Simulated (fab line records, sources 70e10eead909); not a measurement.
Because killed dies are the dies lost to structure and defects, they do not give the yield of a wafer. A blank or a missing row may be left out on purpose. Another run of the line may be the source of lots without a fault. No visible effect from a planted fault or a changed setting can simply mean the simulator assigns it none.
Matching of chambers / flow nand harc / pecvd-02 running NHARC_P_M0_PRE_CLEAN_31: 3 sister chambers
The step time 12 s. 18 wafers are shown with their chamber, then 9 later ones without.

WAFERS PAIRED WITH THEIR CHAMBERS
wafer=L074.3; chamber=1; heater power w (W)=703; heater power outer w (W)=395
wafer=L074.5; chamber=0; heater power w (W)=710; heater power outer w (W)=410
wafer=L074.6; chamber=1; heater power w (W)=697; heater power outer w (W)=393
wafer=L078.1; chamber=0; heater power w (W)=757; heater power outer w (W)=452
wafer=L078.4; chamber=1; heater power w (W)=690; heater power outer w (W)=387
wafer=L078.6; chamber=0; heater power w (W)=773; heater power outer w (W)=455
wafer=L079.1; chamber=1; heater power w (W)=709; heater power outer w (W)=399
wafer=L079.3; chamber=2; heater power w (W)=497; heater power outer w (W)=286
wafer=L079.5; chamber=0; heater power w (W)=769; heater power outer w (W)=458
wafer=L081.1; chamber=2; heater power w (W)=511; heater power outer w (W)=298
wafer=L081.3; chamber=0; heater power w (W)=772; heater power outer w (W)=458
wafer=L081.6; chamber=1; heater power w (W)=635; heater power outer w (W)=352
wafer=L082.2; chamber=1; heater power w (W)=665; heater power outer w (W)=371
wafer=L082.4; chamber=1; heater power w (W)=678; heater power outer w (W)=374
wafer=L082.6; chamber=0; heater power w (W)=695; heater power outer w (W)=379
wafer=L088.1; chamber=0; heater power w (W)=761; heater power outer w (W)=471
wafer=L088.2; chamber=2; heater power w (W)=514; heater power outer w (W)=307
wafer=L088.3; chamber=1; heater power w (W)=626; heater power outer w (W)=331

SIGNATURES (means of the wafers above)
reading=heater power w; chamber 0=748.14; chamber 1=675.38; chamber 2=507.33; scatter within a chamber=29.5
reading=heater power outer w; chamber 0=440.43; chamber 1=375.25; chamber 2=297.00; scatter within a chamber=26.8
Rule: distance of a wafer from a chamber = root of the sum over the readings of ((wafer's reading minus chamber's mean) / reading's scatter) squared. If the next closest chamber is less than 2 further off than the closest, the wafer can't be placed; otherwise it belongs to the closest. The scatter: the root of (the sum of the squares of (reading less its chamber's mean) over the shown wafers, divided by (wafers less chambers)).

WAFERS MISSING THEIR CHAMBER
wafer=L090.2; heater power w (W)=531; heater power outer w (W)=334
wafer=L090.5; heater power w (W)=757; heater power outer w (W)=431
wafer=L090.6; heater power w (W)=744; heater power outer w (W)=392
wafer=L092.1; heater power w (W)=550; heater power outer w (W)=322
wafer=L092.4; heater power w (W)=541; heater power outer w (W)=327
wafer=L092.6; heater power w (W)=676; heater power outer w (W)=379
wafer=L095.1; heater power w (W)=793; heater power outer w (W)=478
wafer=L095.4; heater power w (W)=532; heater power outer w (W)=322
wafer=L095.5; heater power w (W)=702; heater power outer w (W)=382

CHAMBER TAKEN BY EACH
wafer=L090.2; from the rows above=2; in truth=2
wafer=L090.5; from the rows above=0; in truth=0
wafer=L090.6; from the rows above=can't be placed: 0 or 1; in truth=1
wafer=L092.1; from the rows above=2; in truth=2
wafer=L092.4; from the rows above=2; in truth=2
wafer=L092.6; from the rows above=1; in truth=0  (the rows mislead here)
wafer=L095.1; from the rows above=0; in truth=0
wafer=L095.4; from the rows above=2; in truth=2
wafer=L095.5; from the rows above=can't be placed: 1 or 0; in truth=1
Correctly placed: 6 of 9. From these rows, 2 cannot be placed; in 2 the true chamber is one of the candidates. Wrongly placed: 1.
